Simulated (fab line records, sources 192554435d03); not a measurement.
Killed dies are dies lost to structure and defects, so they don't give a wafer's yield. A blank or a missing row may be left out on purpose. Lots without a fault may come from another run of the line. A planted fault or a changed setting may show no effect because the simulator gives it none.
fab line records | flow n5_finfet | part 1 of 2: steps 1 to 22 of 30
record lots=5 wafers=15 last_day=16
route steps=1938 shown BEOL_M7@1303 BEOL_M8@1332
lots that met no fault: from a run of the same line without faults
start_h: hours from the record's first day to the start of the lot's first wafer shown | wait_h: hours since the lot's step before | " the same as in the row above | L1.1+2: a row that stands for several wafers | - no value, or no start given | * or withheld: withheld | < > ~ a bound
route shown NAME@n: a module of which the file shows steps, and the number in the route of the first | usual: mean/standard deviation of fault-free wafers | same: alike in all rows | chamber/n: place in a boat | sites: the reading at each site | _std_site: their standard deviation | _edge_site: outer sites' mean less inner sites' | radius_mm: how far each site lies from the wafer's centre | mask NAME#n: copy n | behind: the tool/chamber that last shaped the wafer | hold: why the lot was held/for how many hours/how that ended | device: the transistor (n, p or np) that didn't switch | end of line: the same wafers' tests at the end of the route | a step without rows: its recipe alone | killed: dies lost to structure and defects at the first sort, not the wafer's yield | map: a wafer's dies, x killed, . not, _ none there
set.NAME: the setting as run; set.NAME@STEP: as run at that earlier step | model.NAME: the simulator's own value behind a step, which no gauge read
lots at some steps of the route; a table a step, a row a wafer
services: from which hour (start_h, from the record's first day; less than 0 if before it) a tool's chamber was out of use, for how many hours, and why
## steps
# step N5_BEOL_M7_STRIP_69
# recipe chemistry=N2/H2 temp_c=40 n2_flow_sccm=200 h2_flow_sccm=200 rf_frequency_hz=6e+07
# columns lot.wafer tool chamber start_h wait_h
L079.1+2+5 rie_diel-06 2,1,0 223.53 0.0
L080.2+3+5 rie_diel-01 2,3,3 223.63 0.0
L083.3+4+6 rie_diel-06 1,2,1 244.38 0.0
L086.3+5+6 rie_diel-06 2,0,3 270.30 0.0
L091.2+5+6 rie_diel-03 1,1,2 294.17 0.0
# step N5_BEOL_M7_STRIP_73
# recipe chemistry=N2/H2 temp_c=40 n2_flow_sccm=200 h2_flow_sccm=200 rf_frequency_hz=6e+07
# columns lot.wafer tool chamber start_h wait_h
L079.1+2+5 rie_diel-06 2,1,0 223.54 0.0
L080.2+3+5 rie_diel-01 2,3,3 223.64 0.0
L083.3+4+6 rie_diel-06 1,2,1 244.39 0.0
L086.3+5+6 rie_diel-06 2,0,3 270.31 0.0
L091.2+5+6 rie_diel-03 1,1,2 294.18 0.0
# step N5_BEOL_M7_VIA_ETCH_34
# recipe chemistry=C4F6/O2 target=SiCOH_lowk target_depth_a=1255 mask_material=SOC taper_deg=4 time_s=50.5 ion_energy_ev=250 pressure_mtorr=30 source_w=345 bias_w=185 Ar_flow_sccm=300 C4F6_flow_sccm=10 O2_flow_sccm=10
# usual drypump_motor_current_A=5.7/0.37 oes_product_au=0.78/0.08 rf_vpp_V=661/11 showerhead_plenum_p_Torr=2.84/0.11 throttle_valve_pct=20.77/0.27
# columns lot.wafer tool chamber start_h wait_h drypump_motor_current_A oes_product_au rf_hours_counter_h rf_vpp_V showerhead_plenum_p_Torr throttle_valve_pct
L079.1 rie_diel-06 2 223.55 0.0 5.3 0.70 221 658 2.83 21.28
L079.2 " 1 " " 5.9 0.85 51 667 2.87 20.33
L079.5 " 0 " " 5.8 0.88 - 648 2.74 20.73
L080.2 rie_diel-01 2 223.65 0.0 6.1 0.70 231 654 2.67 20.84
L080.3 " 3 " " 6.3 0.89 59 686 2.78 20.64
L080.5 " 3 " " 6.2 0.87 - 686 2.78 20.64
L083.3 rie_diel-06 1 244.40 0.0 5.9 0.85 58 667 2.87 20.33
L083.4 " 2 " " 5.2 0.70 229 656 2.83 21.31
L083.6 " 1 " " 5.9 0.85 - 667 2.87 20.31
L086.3 rie_diel-06 2 270.32 0.0 5.2 0.69 237 658 2.83 21.33
L086.5 " 0 " " 5.8 0.86 - 647 2.74 20.75
L086.6 " 3 " " 5.3 0.81 - 675 2.99 20.96
L091.2 rie_diel-03 1 294.19 0.0 6.0 0.76 117 661 2.96 20.40
L091.5 " 1 " " 6.0 0.76 - 661 2.96 20.37
L091.6 " 2 " " 5.2 0.72 - 655 2.69 20.40
# step N5_BEOL_M7_STRIP_76
# recipe chemistry=C4F6/O2 resist=SiARC rf_frequency_hz=6e+07
# columns lot.wafer tool chamber start_h wait_h
L079.1+2+5 rie_diel-06 2,1,0 223.59 0.0
L080.2+3+5 rie_diel-01 2,3,3 223.70 0.0
L083.3+4+6 rie_diel-06 1,2,1 244.44 0.0
L086.3+5+6 rie_diel-06 2,0,3 270.36 0.0
L091.2+5+6 rie_diel-03 1,1,2 294.23 0.0
# step N5_BEOL_M7_STRIP_36
# recipe chemistry=N2/H2 power_w=450 temp_c=40 pressure_mtorr=20 rf_frequency_hz=6e+07 overash_fraction=0.3 bias_power_w=7 h2_frac=0.5 n2_flow_sccm=200 h2_flow_sccm=200
# usual drypump_motor_current_A=5.7/0.37 n2_flow_sccm=199.9/0.6 oes_product_au=0.78/0.08 rf_vpp_V=59.2/1.4 showerhead_plenum_p_Torr=2.54/0.098 throttle_valve_pct=23.5/0.37
# columns lot.wafer tool chamber start_h wait_h drypump_motor_current_A n2_flow_sccm oes_product_au rf_hours_counter_h rf_vpp_V showerhead_plenum_p_Torr throttle_valve_pct
L079.1 rie_diel-06 2 223.60 0.0 5.2 199.6 0.70 221 59.7 2.51 24.0
L079.2 " 1 " " 5.9 199.0 0.85 52 59.4 2.57 23.1
L079.5 " 0 " " 5.8 200.0 0.88 - 60.2 2.46 23.3
L080.2 rie_diel-01 2 223.71 0.0 6.2 199.6 0.69 231 58.9 2.40 23.6
L080.3 " 3 " " 6.2 200.8 0.87 59 56.8 2.47 23.2
L080.5 " 3 " " 6.3 200.1 0.87 - 60.7 2.47 23.2
L083.3 rie_diel-06 1 244.45 0.0 5.9 199.9 0.85 58 58.7 2.57 23.1
L083.4 " 2 " " 5.2 200.2 0.70 229 60.5 2.51 24.0
L083.6 " 1 " " 5.9 200.4 0.86 - 59.3 2.57 23.1
L086.3 rie_diel-06 2 270.37 0.0 5.2 200.4 0.69 237 58.4 2.51 24.0
L086.5 " 0 " " 5.8 200.3 0.87 - 59.1 2.46 23.3
L086.6 " 3 " " 5.3 199.1 0.82 - 59.5 2.66 23.6
L091.2 rie_diel-03 1 294.24 0.0 6.0 200.3 0.76 117 59.7 2.66 23.2
L091.5 " 1 " " 6.0 200.1 0.77 - 58.6 2.66 23.2
L091.6 " 2 " " 5.2 199.8 0.73 - 58.9 2.43 23.3
# step N5_BEOL_M7_TRENCH_ETCH_37
# recipe chemistry=C4F6/O2 target_depth_a=934.78 target=SiCOH_lowk time_s=31.2 ion_energy_ev=250 pressure_mtorr=30 source_w=345 bias_w=185 Ar_flow_sccm=300 C4F6_flow_sccm=10 O2_flow_sccm=10
# usual drypump_motor_current_A=5.7/0.38 oes_product_au=0.78/0.08 rf_vpp_V=661/11 showerhead_plenum_p_Torr=2.84/0.11 throttle_valve_pct=20.80/0.27
# columns lot.wafer tool chamber start_h wait_h drypump_motor_current_A oes_product_au rf_hours_counter_h rf_vpp_V showerhead_plenum_p_Torr throttle_valve_pct
L079.1 rie_diel-06 2 - - 5.2 0.70 221 659 2.83 21.31
L079.2 " 1 " " 5.9 0.86 52 666 2.87 20.33
L079.5 " 0 " " 5.8 0.88 - 648 2.74 20.75
L080.2 rie_diel-01 2 - - 6.1 0.69 231 652 2.67 20.89
L080.3 " 3 " " 6.2 0.88 59 687 2.78 20.69
L080.5 " 3 " " 6.3 0.87 - 686 2.78 20.67
L083.3 rie_diel-06 1 - - 5.9 0.85 58 667 2.87 20.36
L083.4 " 2 " " 5.2 0.70 229 658 2.83 21.33
L083.6 " 1 " " 5.9 0.85 - 668 2.87 20.36
L086.3 rie_diel-06 2 - - 5.2 0.70 237 658 2.83 21.34
L086.5 " 0 " " 5.8 0.86 - 647 2.74 20.78
L086.6 " 3 " " 5.3 0.82 - 674 2.99 20.98
L091.2 rie_diel-03 1 - - 6.0 0.75 117 661 2.96 20.43
L091.5 " 1 " " 6.0 0.75 - 662 2.96 20.43
L091.6 " 2 " " 5.2 0.72 - 656 2.69 20.43
# step N5_BEOL_M7_ETCH_41
# recipe chemistry=CH3F/O2 target=SiCN target_depth_a=319 taper_deg=2 time_s=57.8 ion_energy_ev=120 mask_material=TiN pressure_mtorr=30 source_w=395 bias_w=75 Ar_flow_sccm=150 CH3F_flow_sccm=30 O2_flow_sccm=20
# usual drypump_motor_current_A=5.6/0.37 oes_product_au=0.78/0.079 rf_vpp_V=297.4/1.7 showerhead_plenum_p_Torr=2.00/0.08 throttle_valve_pct=16.22/0.25
# columns lot.wafer tool chamber start_h wait_h drypump_motor_current_A oes_product_au rf_hours_counter_h rf_vpp_V showerhead_plenum_p_Torr throttle_valve_pct
L079.1 rie_diel-06 2 - - 5.2 0.70 221 297.0 1.99 16.69
L079.2 " 1 " " 5.9 0.85 52 299.5 2.02 15.77
L079.5 " 0 " " 5.8 0.87 - 296.3 1.93 16.22
L080.2 rie_diel-01 2 - - 6.1 0.69 231 293.9 1.88 16.40
L080.3 " 3 " " 6.2 0.88 59 296.2 1.95 16.05
L080.5 " 3 " " 6.2 0.88 - 297.2 1.95 16.05
L083.3 rie_diel-06 1 - - 5.9 0.86 58 299.3 2.02 15.78
L083.4 " 2 " " 5.2 0.70 229 297.2 1.99 16.71
L083.6 " 1 " " 5.9 0.85 - 296.5 2.02 15.79
L086.3 rie_diel-06 2 - - 5.2 0.69 237 296.6 1.98 16.72
L086.5 " 0 " " 5.7 0.87 - 296.3 1.93 16.25
L086.6 " 3 " " 5.3 0.81 - 299.5 2.11 16.33
L091.2 rie_diel-03 1 - - 6.0 0.75 117 299.4 2.09 15.91
L091.5 " 1 " " 6.0 0.75 - 300.1 2.09 15.92
L091.6 " 2 " " 5.2 0.72 - 295.1 1.89 15.99
# step N5_BEOL_M7_STRIP_80
# recipe chemistry=N2/H2 time_s=10 power_w=450 temp_c=40 pressure_mtorr=20 rf_frequency_hz=6e+07 bias_power_w=7 n2_flow_sccm=200 h2_flow_sccm=200
# usual drypump_motor_current_A=5.7/0.38 n2_flow_sccm=200.0/0.61 oes_product_au=0.78/0.08 rf_vpp_V=59.2/0.84 showerhead_plenum_p_Torr=2.54/0.098 throttle_valve_pct=23.5/0.38
# columns lot.wafer tool chamber start_h wait_h drypump_motor_current_A n2_flow_sccm oes_product_au rf_hours_counter_h rf_vpp_V showerhead_plenum_p_Torr throttle_valve_pct
L079.1 rie_diel-06 2 - - 5.2 200.2 0.70 221 58.8 2.51 24.0
L079.2 " 1 " " 5.9 199.6 0.85 52 58.3 2.57 23.0
L079.5 " 0 " " 5.8 199.4 0.88 - 58.2 2.46 23.3
L080.2 rie_diel-01 2 - - 6.1 199.4 0.69 231 57.6 2.40 23.6
L080.3 " 3 " " 6.3 199.4 0.87 59 57.6 2.47 23.2
L080.5 " 3 " " 6.2 199.1 0.87 - 61.1 2.47 23.2
L083.3 rie_diel-06 1 - - 5.9 199.7 0.84 58 58.4 2.57 23.1
L083.4 " 2 " " 5.2 199.8 0.69 229 58.5 2.51 24.0
L083.6 " 1 " " 5.9 199.0 0.85 - 59.7 2.57 23.0
L086.3 rie_diel-06 2 - - 5.2 199.6 0.69 237 58.0 2.51 24.0
L086.5 " 0 " " 5.7 200.5 0.86 - 59.8 2.46 23.3
L086.6 " 3 " " 5.3 199.0 0.81 - 58.4 2.66 23.6
L091.2 rie_diel-03 1 - - 6.0 200.0 0.77 117 58.3 2.66 23.2
L091.5 " 1 " " 6.0 199.9 0.76 - 59.7 2.66 23.2
L091.6 " 2 " " 5.2 200.2 0.72 - 59.8 2.43 23.3
# step N5_BEOL_M7_OCD_MEAS_38
# usual trench_depth_nm=92.9/1.6
# columns lot.wafer tool chamber start_h wait_h trench_depth_nm
L079.1 ocd-01 - 223.80 - 92.5
L079.2 " - " " 93.6
L079.5 " - " " 92.3
L080.2 ocd-02 - 223.91 - 93.1
L080.3 " - " " 94.2
L080.5 " - " " 93.5
L083.3 ocd-01 - 244.65 - 94.5
L083.4 " - " " 92.7
L083.6 " - " " 95.4
L086.3 ocd-02 - 270.57 - 93.0
L086.5 " - " " 93.7
L086.6 " - " " 95.2
L091.2 ocd-02 - 294.44 - 89.7
L091.5 " - " " 89.8
L091.6 " - " " 91.9
# step N5_BEOL_M7_HM_STRIP_39
# recipe chemistry=peroxide_tin_strip material=TiN target_depth_a=250 temp_c=50 time_s=158
# columns lot.wafer tool chamber start_h wait_h
L079.1+2+5 wet_bench-04 4,5,6 223.83 0.0
L080.2+3+5 wet_bench-02 3,4,5 223.94 0.0
L083.3+4+6 wet_bench-03 3,2,1 244.68 0.0
L086.3+5+6 wet_bench-04 3,5,1 270.60 0.0
L091.2+5+6 wet_bench-03 2,1,0 294.47 0.0
# step N5_BEOL_M7_SRD_40
# recipe time_s=30 temp_c=23 rinse_liquid=diw dry=ipa_marangoni
# columns lot.wafer tool chamber start_h wait_h
L079.1+2+5 wet_bench-04 4,5,6 223.88 0.0
L080.2+3+5 wet_bench-02 3,4,5 223.98 0.0
L083.3+4+6 wet_bench-03 3,2,1 244.73 0.0
L086.3+5+6 wet_bench-04 3,5,1 270.65 0.0
L091.2+5+6 wet_bench-03 2,1,0 294.52 0.0
# step N5_BEOL_M7_PRECLEAN_42
# recipe chemistry=residue_remover time_s=60 temp_c=40
# columns lot.wafer tool chamber start_h wait_h
L079.1+2+5 wet_bench-04 4,5,6 223.89 0.0
L080.2+3+5 wet_bench-02 3,4,5 224.00 0.0
L083.3+4+6 wet_bench-03 3,2,1 244.75 0.0
L086.3+5+6 wet_bench-04 3,5,1 270.67 0.0
L091.2+5+6 wet_bench-03 2,1,0 294.53 0.0
# step N5_BEOL_M7_SRD_43
# recipe time_s=30 temp_c=23 rinse_liquid=diw dry=ipa_marangoni
# columns lot.wafer tool chamber start_h wait_h
L079.1+2+5 wet_bench-04 4,5,6 223.91 0.0
L080.2+3+5 wet_bench-02 3,4,5 224.02 0.0
L083.3+4+6 wet_bench-03 3,2,1 244.76 0.0
L086.3+5+6 wet_bench-04 3,5,1 270.68 0.0
L091.2+5+6 wet_bench-03 2,1,0 294.55 0.0
# step N5_BEOL_M7_CD_MEAS_35
# recipe target_cd_nm=40 polarity=opening
# usual cd_nm=40.1/0.64
# columns lot.wafer tool chamber start_h wait_h cd_nm
L079.1 cd_sem-02 - 223.95 0.0 40.7
L079.2 " - " " 40.0
L079.5 " - " " 40.7
L080.2 cd_sem-01 - 224.06 0.0 40.4
L080.3 " - " " 40.7
L080.5 " - " " 39.8
L083.3 cd_sem-03 - 244.81 0.0 40.3
L083.4 " - " " 39.6
L083.6 " - " " 40.6
L086.3 cd_sem-01 - 270.73 0.0 39.5
L086.5 " - " " 39.3
L086.6 " - " " 40.3
L091.2 cd_sem-02 - 294.59 0.0 40.9
L091.5 " - " " 40.8
L091.6 " - " " 41.1
# step N5_BEOL_M7_CURE_75
# recipe temp_c=370 time_s=120 ambient=DMADMS/He material=SiCOH_lowk
# usual lamp_power_pct=52.31/0.057 wafer_temp_C_max=371.7/0.56
# columns lot.wafer tool chamber start_h wait_h lamp_power_pct wafer_temp_C_max
L079.1 uv_cure-03 2 224.03 0.1 52.29 373.4
L079.2 " 2 " " 52.31 373.6
L079.5 " 2 " " 52.31 373.0
L080.2 uv_cure-02 2 224.25 0.2 52.27 372.0
L080.3 " 2 " " 52.34 371.3
L080.5 " 2 " " 52.32 371.8
L083.3 uv_cure-01 2 245.05 0.2 52.33 372.0
L083.4 " 2 " " 52.28 371.9
L083.6 " 2 " " 52.28 373.4
L086.3 uv_cure-02 0 270.86 0.1 52.29 371.8
L086.5 " 0 " " 52.34 371.6
L086.6 " 0 " " 52.32 372.3
L091.2 uv_cure-02 0 294.68 0.1 52.44 372.4
L091.5 " 0 " " 52.28 372.2
L091.6 " 0 " " 52.33 371.9
# step N5_BEOL_M7_DEGAS_44
# recipe ambient=vacuum temp_c=250 time_s=60
# usual heater_power_w=341/59
# columns lot.wafer tool chamber start_h wait_h heater_power_w
L079.1 pvd_sputter-03 - 224.43 0.4 310
L079.2 " - " " 274
L079.5 " - " " 271
L080.2 pvd_sputter-01 - 224.54 0.2 345
L080.3 " - " " 334
L080.5 " - " " 337
L083.3 pvd_sputter-03 - 245.47 0.3 277
L083.4 " - " " 334
L083.6 " - " " 276
L086.3 pvd_sputter-01 - 271.21 0.3 331
L086.5 " - " " 329
L086.6 " - " " 290
L091.2 pvd_sputter-03 - 295.23 0.5 276
L091.5 " - " " 465
L091.6 " - " " 307
# step N5_BEOL_M7_PRE_CLEAN_45
# recipe gas=H2/He time_s=30 temp_c=250
# usual heater_power_w=340/59
# columns lot.wafer tool chamber start_h wait_h heater_power_w
L079.1 pvd_sputter-03 - 224.47 0.0 307
L079.2 " - " " 275
L079.5 " - " " 270
L080.2 pvd_sputter-01 - 224.58 0.0 343
L080.3 " - " " 328
L080.5 " - " " 330
L083.3 pvd_sputter-03 - 245.51 0.0 272
L083.4 " - " " 337
L083.6 " - " " 279
L086.3 pvd_sputter-01 - 271.25 0.0 334
L086.5 " - " " 324
L086.6 " - " " 289
L091.2 pvd_sputter-03 - 295.27 0.0 277
L091.5 " - " " 480
L091.6 " - " " 310
# step N5_BEOL_M7_ALD_77
# recipe material=TaN target_thk_a=20 temp_c=275 ald_precursor_family=PDMAT ald_co_reactant=NH3 pressure_torr=3 carrier_flow_sccm=1500 pulse_time_s=2 purge_time_s=3 co_reactant_purge_time_s=2 co_reactant_pulse_time_s=3 ald_cycles=40 precursor_vessel_temp_c=75 precursor_vessel_pressure_torr=26.25 precursor_vessel_carrier_sccm=1000
# usual chamber_pressure_Torr=3.000/0.0066 heater_power_w=430/42 precursor_vessel_carrier_sccm=1000/3.3
# same ald_cycles=40 purge_time_s=3
# columns lot.wafer tool chamber start_h wait_h chamber_pressure_Torr heater_power_w precursor_vessel_carrier_sccm
L079.1 ald_metal-01 1 224.55 0.1 3.008 490 998
L079.2 " 3 " " 2.996 413 996
L079.5 " 3 " " 2.993 412 999
L080.2 ald_metal-04 1 224.69 0.1 3.004 396 1004
L080.3 " 0 " " 3.001 440 997
L080.5 " 1 " " 2.996 396 1003
L083.3 ald_metal-04 3 245.58 0.0 2.997 439 1000
L083.4 " 1 " " 2.992 383 995
L083.6 " 0 " " 2.991 466 1004
L086.3 ald_metal-04 1 271.31 0.0 2.992 393 998
L086.5 " 2 " " 2.997 506 1000
L086.6 " 1 " " 2.998 390 999
L091.2 ald_metal-04 3 295.38 0.1 3.009 437 1002
L091.5 " 1 " " 3.002 402 994
L091.6 " 2 " " 3.002 514 1004
# step N5_BEOL_M7_SURFACE_TREAT_79
# recipe gas=Ar time_s=* ion_energy_ev=* ion_current_ma_cm2=0.5 pressure_mtorr=* ar_flow_sccm=30
# usual pressure_mtorr=* throttle_valve_pct=*
# columns lot.wafer tool chamber start_h wait_h pressure_mtorr throttle_valve_pct
L079.1 pvd_sputter-01 - 224.90 0.2 * *
L079.2 " - " " * *
L079.5 " - " " * *
L080.2 pvd_sputter-01 - 224.97 0.2 * *
L080.3 " - " " * *
L080.5 " - " " * *
L083.3 pvd_sputter-02 - 245.92 0.2 * *
L083.4 " - " " * *
L083.6 " - " " * *
L086.3 pvd_sputter-02 - 271.64 0.2 * *
L086.5 " - " " * *
L086.6 " - " " * *
L091.2 pvd_sputter-02 - 295.70 0.2 * *
L091.5 " - " " * *
L091.6 " - " " * *
# step N5_BEOL_M7_CVD_78
# recipe material=Co target_thk_a=20 temp_c=withheld precursor=CCTBA/H2 pressure_torr=30 time_s=142.3
# usual chamber_pressure_Torr=30.00/0.07
# columns lot.wafer tool chamber start_h wait_h chamber_pressure_Torr
L079.1 cvd_co-02 1 224.96 0.0 29.95
L079.2 " 2 " " 29.98
L079.5 " 2 " " 30.00
L080.2 cvd_co-02 0 225.09 0.1 30.04
L080.3 " 2 " " 29.98
L080.5 " 1 " " 30.09
L083.3 cvd_co-01 0 245.98 0.0 29.96
L083.4 " 0 " " 29.94
L083.6 " 1 " " 30.11
L086.3 cvd_co-01 1 271.81 0.2 30.00
L086.5 " 1 " " 29.99
L086.6 " 2 " " 30.06
L091.2 cvd_co-02 1 295.86 0.1 30.06
L091.5 " 2 " " 29.93
L091.6 " 0 " " 30.03
# step N5_BEOL_M7_SPUTTER_48
# recipe material=Cu target_thk_a=100 temp_c=-20 bias_v=60 power_w=26000 chamber_pressure_pa=0.13 time_s=1.667
# usual throttle_valve_pct=29.7/0.99
# columns lot.wafer tool chamber start_h wait_h throttle_valve_pct
L079.1 pvd_sputter-01 - 225.09 0.1 31.2
L079.2 " - " " 30.5
L079.5 " - " " 31.3
L080.2 pvd_sputter-02 - 225.24 0.1 30.4
L080.3 " - " " 30.2
L080.5 " - " " 30.1
L083.3 pvd_sputter-02 - 246.14 0.1 28.8
L083.4 " - " " 29.8
L083.6 " - " " 30.1
L086.3 pvd_sputter-01 - 271.98 0.1 30.3
L086.5 " - " " 31.1
L086.6 " - " " 28.2
L091.2 pvd_sputter-02 - 296.00 0.1 30.2
L091.5 " - " " 29.6
L091.6 " - " " 30.1
# step N5_BEOL_M7_ECD_50
# recipe material=Cu target_thk_a=3000
# columns lot.wafer tool chamber start_h wait_h
L079.1+2+5 ecd_cu-01 1,0,1 225.21 0.1
L080.2+3+5 ecd_cu-01 0,1,0 225.36 0.1
L083.3+4+6 ecd_cu-02 1,0,0 246.28 0.1
L086.3+5+6 ecd_cu-01 1,0,1 272.12 0.1
L091.2+5+6 ecd_cu-02 0,1,0 296.11 0.1
